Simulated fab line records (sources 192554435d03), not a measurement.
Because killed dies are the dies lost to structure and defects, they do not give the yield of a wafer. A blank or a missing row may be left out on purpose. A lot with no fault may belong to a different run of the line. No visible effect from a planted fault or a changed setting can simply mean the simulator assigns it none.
Which tool did it? ; flow n5_finfet ; 24 lots with 72 wafers sampled at 6 steps, on a route of 1938 steps

== WHAT THE GAUGES READ, wafer by wafer ==
N5_BEOL_M10_CD_MEAS_35: the cd target is 70 nm. Usual: cd_nm 70.0 nm, standard deviation 0.48.
lot;measured;on;cd_nm (nm);flag
L075;day 11 23:26;cd_sem-03;71.0 70.5 70.4;
L074;day 12 03:06;cd_sem-02;70.1 70.8 70.0;
L076;day 12 08:35;cd_sem-01;69.1 69.0 69.5;
L077;day 12 23:48;cd_sem-01;70.1 70.1 70.9;
L078;day 13 09:11;cd_sem-01;69.9 69.3 70.3;
L080;day 13 09:28;cd_sem-01;69.4 69.6 70.1;
L079;day 13 09:50;cd_sem-01;69.3 69.7 69.8;
L081;day 13 15:57;cd_sem-01;69.6 70.0 70.3;
L083;day 13 23:38;cd_sem-01;69.9 69.7 70.1;
L086;day 14 10:26;cd_sem-01;69.9 69.7 69.6;
L082;day 14 11:02;cd_sem-01;70.4 69.9 70.1;
L084;day 14 16:41;cd_sem-02;69.5 69.0 69.3;
L089;day 15 00:01;cd_sem-03;70.3 70.2 70.2;
L087;day 15 00:29;cd_sem-03;69.5 70.2 68.9;
L088;day 15 09:08;cd_sem-01;69.9 70.1 71.2;
L085;day 15 09:41;cd_sem-01;70.0 69.8 70.1;
L091;day 15 15:38;cd_sem-01;69.9 69.3 69.9;
L093;day 15 21:02;cd_sem-02;70.1 70.3 69.3;
L096;day 16 10:32;cd_sem-01;70.2 69.4 69.3;
L092;day 16 21:10;cd_sem-03;70.7 70.9 70.6;
L094;day 17 03:07;cd_sem-01;70.5 70.1 70.7;
L095;day 17 09:55;cd_sem-02;69.7 69.1 69.0;
L090;day 17 12:02;cd_sem-01;70.2 69.8 70.2;
L097;day 18 11:59;cd_sem-03;69.8 69.8 70.8;

N5_BEOL_M11_OVL_MEAS_29. Usual: V10_OVL 0.4 nm, standard deviation 0.73.
lot;measured;on;V10_OVL (nm);flag
L075;day 12 05:50;overlay-02;0.8 0.3 0.9;
L074;day 12 10:43;overlay-02;1.0 0.3 1.4;
L076;day 12 16:13;overlay-01;0.5 0.5 0.0;
L077;day 13 08:16;overlay-02;0.8 0.3 0.6;
L078;day 13 16:08;overlay-02;-0.5 0.0 0.5;
L080;day 13 17:57;overlay-01;1.7 1.4 1.2;
L079;day 13 18:29;overlay-01;1.0 0.6 0.1;
L081;day 13 22:54;overlay-01;-0.9 0.7 -1.1;
L083;day 14 05:34;overlay-01;-1.6 -0.2 -0.1;
L086;day 14 20:07;overlay-02;1.5 1.0 0.8;
L082;day 14 19:56;overlay-02;0.8 0.9 0.5;
L084;day 15 02:17;overlay-01;2.0 1.4 1.4;
L089;day 15 08:02;overlay-01;0.4 0.5 1.4;
L087;day 15 08:29;overlay-01;-0.5 -1.7 -0.3;
L088;day 15 19:47;overlay-01;-1.1 1.1 -0.9;
L085;day 15 19:58;overlay-01;0.9 1.4 0.4;
L091;day 15 22:41;overlay-02;0.3 0.3 0.5;
L093;day 16 05:50;overlay-01;0.8 0.9 0.1;
L096;day 16 16:55;overlay-01;0.0 0.6 1.0;
L092;day 17 05:46;overlay-01;0.7 0.2 0.2;
L094;day 17 09:08;overlay-01;1.3 0.7 0.8;
L095;day 17 15:46;overlay-01;0.5 0.5 0.4;
L090;day 17 20:47;overlay-01;-0.7 0.1 0.4;
L097;day 18 21:44;overlay-01;-1.0 -2.0 0.4;

N5_BEOL_M11_INSPECT_30: inspects for defects (brightfield). Usual: raw_defect_count 467, standard deviation 92.
lot;measured;on;raw_defect_count;flag
L075;day 12 05:52;defect_inspect-01;481 391 631;
L074;day 12 10:44;defect_inspect-02;487 465 580;
L076;day 12 16:14;defect_inspect-02;454 627 698;
L077;day 13 08:17;defect_inspect-01;587 525 504;
L078;day 13 16:10;defect_inspect-02;415 396 391;
L080;day 13 17:58;defect_inspect-02;416 476 447;
L079;day 13 18:30;defect_inspect-01;435 310 327;
L081;day 13 22:56;defect_inspect-01;422 442 372;
L083;day 14 05:35;defect_inspect-02;384 423 430;
L086;day 14 20:08;defect_inspect-01;524 594 498;
L082;day 14 19:58;defect_inspect-02;367 330 298;
L084;day 15 02:18;defect_inspect-02;461 410 433;
L089;day 15 08:04;defect_inspect-02;314 421 440;
L087;day 15 08:30;defect_inspect-01;372 479 572;
L088;day 15 19:49;defect_inspect-01;463 369 396;
L085;day 15 19:59;defect_inspect-02;495 463 667;
L091;day 15 22:42;defect_inspect-02;583 581 522;
L093;day 16 05:52;defect_inspect-01;390 605 570;
L096;day 16 16:56;defect_inspect-01;402 452 435;
L092;day 17 05:48;defect_inspect-01;488 391 445;
L094;day 17 09:10;defect_inspect-02;421 255 357;
L095;day 17 15:47;defect_inspect-02;366 310 467;
L090;day 17 20:49;defect_inspect-01;472 421 408;
L097;day 18 21:46;defect_inspect-01;497 430 376;

== WHICH TOOL RAN EACH LOT (tool, then ch and the chambers of the sampled wafers, then the start) ==
lot;N5_BEOL_M10_ANNEAL_51;N5_BEOL_M11_ETCH_61;N5_BEOL_M11_HM_OPEN_17
L075;rtp_anneal-01 ch 0, day 12 00:49;rie_diel-04 ch 1,2,3, day 12 03:29;rie_metal-01 ch 0, day 12 03:43
L074;rtp_anneal-02 ch 0, day 12 05:57;rie_diel-02 ch 0,1,3, day 12 08:56;rie_metal-02 ch 0,1, day 12 09:10
L076;rtp_anneal-02 ch 0, day 12 11:24;rie_diel-04 ch 0,1, day 12 15:21;rie_metal-03 ch 0,1, day 12 15:35
L077;rtp_anneal-01 ch 0, day 13 01:28;rie_diel-04 ch 0,1,3, day 13 05:29;rie_metal-02 ch 0,1, day 13 05:44
L078;rtp_anneal-02 ch 0, day 13 10:29;rie_diel-01 ch 1,2,3, day 13 15:07;rie_metal-03 ch 0,1, day 13 15:21
L080;rtp_anneal-02 ch 0, day 13 11:12;rie_diel-04 ch 0,3, day 13 15:41;rie_metal-01 ch 0,1, day 13 15:55
L079;rtp_anneal-02 ch 0, day 13 11:48;rie_diel-02 ch 1,3, day 13 15:56;rie_metal-01 ch 0,1, day 13 16:11
L081;rtp_anneal-02 ch 0, day 13 19:27;rie_diel-02 ch 0,2,3, day 13 21:58;rie_metal-02 ch 0,1, day 13 22:14
L083;rtp_anneal-01 ch 0, day 14 01:40;rie_diel-04 ch 0,1,3, day 14 03:56;rie_metal-02 ch 0,1, day 14 04:13
L086;rtp_anneal-02 ch 0, day 14 12:17;rie_diel-01 ch 2,3, day 14 17:47;rie_metal-02 ch 0,1, day 14 18:02
L082;rtp_anneal-02 ch 0, day 14 13:43;rie_diel-04 ch 0,2, day 14 18:31;rie_metal-02 ch 0,1, day 14 18:46
L084;rtp_anneal-02 ch 0, day 14 19:53;rie_diel-04 ch 0,2,3, day 15 00:34;rie_metal-01 ch 0,1, day 15 00:47
L089;rtp_anneal-01 ch 0, day 15 03:06;rie_diel-02 ch 1,2,3, day 15 07:06;rie_metal-01 ch 0,1, day 15 07:20
L087;rtp_anneal-02 ch 0, day 15 03:32;rie_diel-02 ch 0,1,3, day 15 07:28;rie_metal-02 ch 0,1, day 15 07:44
L088;rtp_anneal-02 ch 0, day 15 11:22;rie_diel-02 ch 0,2,3, day 15 16:16;rie_metal-02 ch 0,1, day 15 16:32
L085;rtp_anneal-01 ch 0, day 15 11:40;rie_diel-04 ch 0,1,2, day 15 16:40;rie_metal-02 ch 0,1, day 15 16:54
L091;rtp_anneal-01 ch 0, day 15 18:18;rie_diel-02 ch 2,3, day 15 21:12;rie_metal-02 ch 0, day 15 21:28
L093;rtp_anneal-01 ch 0, day 16 00:03;rie_diel-02 ch 0,3, day 16 03:57;rie_metal-01 ch 0,1, day 16 04:11
L096;rtp_anneal-01 ch 0, day 16 12:29;rie_diel-01 ch 0,2,3, day 16 15:52;rie_metal-01 ch 0,1, day 16 16:07
L092;rtp_anneal-01 ch 0, day 16 23:27;rie_diel-04 ch 0,2,3, day 17 04:04;rie_metal-01 ch 0,1, day 17 04:19
L094;rtp_anneal-02 ch 0, day 17 04:28;rie_diel-02 ch 0,1,3, day 17 07:55;rie_metal-01 ch 0,1, day 17 08:09
L095;rtp_anneal-02 ch 0, day 17 11:34;rie_diel-01 ch 1,2,3, day 17 14:05;rie_metal-02 ch 0,1, day 17 14:22
L090;rtp_anneal-01 ch 0, day 17 14:04;rie_diel-04 ch 1,2,3, day 17 18:25;rie_metal-02 ch 0,1, day 17 18:39
L097;rtp_anneal-01 ch 0, day 18 14:29;rie_diel-01 ch 0,1,2, day 18 19:19;rie_metal-03 ch 0,1, day 18 19:34
- N5_BEOL_M10_ANNEAL_51: time 90 s.
- N5_BEOL_M11_ETCH_61: etches SiARC in CF4, target depth 39 nm, time 65 s.
- N5_BEOL_M11_HM_OPEN_17: chemistry Cl2/BCl3, target TiN, target depth 20 nm, overetch 6 nm.

== AS READ BY THE TOOLS THEMSELVES (means over the sampled wafers that have a number; for cases with no such wafer, the mark the record gives instead) ==
N5_BEOL_M10_ANNEAL_51. Usual: anneal_temp_c_max 226.16, standard deviation 0.25; wafer_temp_C_max 225.94, standard deviation 0.26.
lot;tool;anneal_temp_c_max;wafer_temp_C_max;flag
L075;rtp_anneal-01;225.91;226.14;
L074;rtp_anneal-02;226.02;225.81;
L076;rtp_anneal-02;225.93;225.78;
L077;rtp_anneal-01;226.20;225.97;
L078;rtp_anneal-02;226.33;225.89;
L080;rtp_anneal-02;226.29;225.77;
L079;rtp_anneal-02;226.28;225.81;
L081;rtp_anneal-02;226.12;225.90;
L083;rtp_anneal-01;225.85;226.13;
L086;rtp_anneal-02;226.34;226.00;
L082;rtp_anneal-02;226.20;226.00;
L084;rtp_anneal-02;226.29;225.49;
L089;rtp_anneal-01;226.07;225.99;
L087;rtp_anneal-02;226.43;225.77;
L088;rtp_anneal-02;226.23;226.21;
L085;rtp_anneal-01;226.15;225.76;
L091;rtp_anneal-01;226.44;225.98;
L093;rtp_anneal-01;226.04;226.19;
L096;rtp_anneal-01;226.51;226.08;
L092;rtp_anneal-01;226.04;226.19;
L094;rtp_anneal-02;226.02;226.00;
L095;rtp_anneal-02;226.28;225.88;
L090;rtp_anneal-01;225.87;226.22;
L097;rtp_anneal-01;226.03;226.02;

N5_BEOL_M11_ETCH_61. Usual: bias_w 36.00 W, standard deviation 0.12; drypump_motor_current_A 5.7 A, standard deviation 0.48; etch_rf_on_time_s 65.0 s, standard deviation 0.98; oes_product_au 0.69 a.u., standard deviation 0.065; rf_vpp_V 183.9 V, standard deviation 1.3; showerhead_plenum_p_Torr 2.13 Torr, standard deviation 0.081; throttle_valve_pct 15.52 %, standard deviation 0.21.
lot;tool;bias_w (W);drypump_motor_current_A (A);etch_rf_on_time_s (s);oes_product_au (a.u.);rf_vpp_V (V);showerhead_plenum_p_Torr (Torr);throttle_valve_pct (%);flag
L075;rie_diel-04;36.04;6.0;65.1;0.62;183.5;2.10;15.57;
L074;rie_diel-02;35.99;5.5;64.6;0.72;184.5;2.14;15.45;
L076;rie_diel-04;36.13;5.4;64.7;0.64;183.5;2.12;15.62;
L077;rie_diel-04;35.91;5.7;65.5;0.65;184.1;2.06;15.61;
L078;rie_diel-01;36.04;5.8;66.0;0.69;185.8;2.24;15.58;
L080;rie_diel-04;35.90;6.0;65.3;0.65;181.5;2.00;15.59;
L079;rie_diel-02;35.87;5.7;65.1;0.69;183.4;2.13;15.33;
L081;rie_diel-02;36.01;5.7;63.9;0.72;183.5;2.17;15.46;
L083;rie_diel-04;36.02;5.7;65.7;0.64;183.2;2.06;15.63;
L086;rie_diel-01;36.02;5.8;65.4;0.69;184.8;2.24;15.42;
L082;rie_diel-04;36.07;5.7;64.5;0.78;185.3;2.15;15.33;
L084;rie_diel-04;36.06;5.8;65.0;0.71;182.7;2.08;15.48;
L089;rie_diel-02;35.92;5.5;64.8;0.72;183.4;2.13;15.37;
L087;rie_diel-02;36.05;5.5;65.0;0.70;184.4;2.14;15.49;
L088;rie_diel-02;36.04;5.7;64.0;0.72;184.2;2.16;15.49;
L085;rie_diel-04;35.97;5.5;65.0;0.70;185.0;2.13;15.52;
L091;rie_diel-02;36.17;5.9;64.3;0.70;184.3;2.15;15.34;
L093;rie_diel-02;35.97;6.0;64.9;0.68;184.4;2.15;15.45;
L096;rie_diel-01;35.85;5.8;66.9;0.62;185.4;2.21;15.66;
L092;rie_diel-04;35.91;5.8;65.3;0.68;182.4;2.07;15.52;
L094;rie_diel-02;36.07;5.6;65.7;0.68;182.9;2.13;15.52;
L095;rie_diel-01;35.99;5.7;64.9;0.75;184.4;2.23;15.47;
L090;rie_diel-04;36.02;5.9;64.9;0.67;182.7;2.09;15.49;
L097;rie_diel-01;35.99;6.0;65.3;0.74;185.5;2.23;15.45;

N5_BEOL_M11_HM_OPEN_17. Usual: bias_w 126.0 W, standard deviation 0.41; drypump_motor_current_A 5.73 A, standard deviation 0.28; oes_product_au 0.67 a.u., standard deviation 0.092; throttle_valve_pct 22.05 %, standard deviation 0.26.
lot;tool;bias_w (W);drypump_motor_current_A (A);oes_product_au (a.u.);throttle_valve_pct (%);flag
L075;rie_metal-01;126.2;5.89;0.59;22.11;
L074;rie_metal-02;125.5;5.46;0.74;22.11;
L076;rie_metal-03;126.1;5.87;0.69;22.29;
L077;rie_metal-02;125.8;5.55;0.66;21.89;
L078;rie_metal-03;125.9;5.82;0.69;22.29;
L080;rie_metal-01;126.2;6.05;0.74;21.99;
L079;rie_metal-01;125.9;6.05;0.74;22.00;
L081;rie_metal-02;126.4;5.46;0.72;22.12;
L083;rie_metal-02;126.1;5.47;0.71;22.12;
L086;rie_metal-02;125.5;5.46;0.70;22.14;
L082;rie_metal-02;126.4;5.55;0.65;21.90;
L084;rie_metal-01;126.0;6.06;0.72;21.99;
L089;rie_metal-01;125.9;6.06;0.71;21.99;
L087;rie_metal-02;126.5;5.55;0.64;21.91;
L088;rie_metal-02;125.7;5.47;0.68;22.13;
L085;rie_metal-02;126.3;5.55;0.62;21.94;
L091;rie_metal-02;126.3;5.66;0.58;21.68;
L093;rie_metal-01;126.4;6.08;0.69;22.02;
L096;rie_metal-01;125.9;6.08;0.70;22.00;
L092;rie_metal-01;126.1;6.05;0.69;22.02;
L094;rie_metal-01;125.9;6.06;0.70;22.00;
L095;rie_metal-02;125.4;5.45;0.69;22.14;
L090;rie_metal-02;126.3;5.55;0.62;21.94;
L097;rie_metal-03;125.8;5.67;0.65;22.34;

== THE ANSWER, worked out from the rows above alone ==
Rule: lot off if the mean of its wafers having a number is beyond 3 standard deviations from the usual mean. A lot without any number at a reading at which 4 lots or more have one is off too. All remaining lots with rows at the step are treated as sound. After the gauges, taken in route order, come the tools' own readings; for these a lot's mean is taken, as printed above. At the first step where some lot is off, the reading lying furthest off is the one used; lots without a number count as furthest.
No lot is off at any reading shown: from this, nothing can be told.

== WHAT THE SIMULATOR HAD INSERTED ==
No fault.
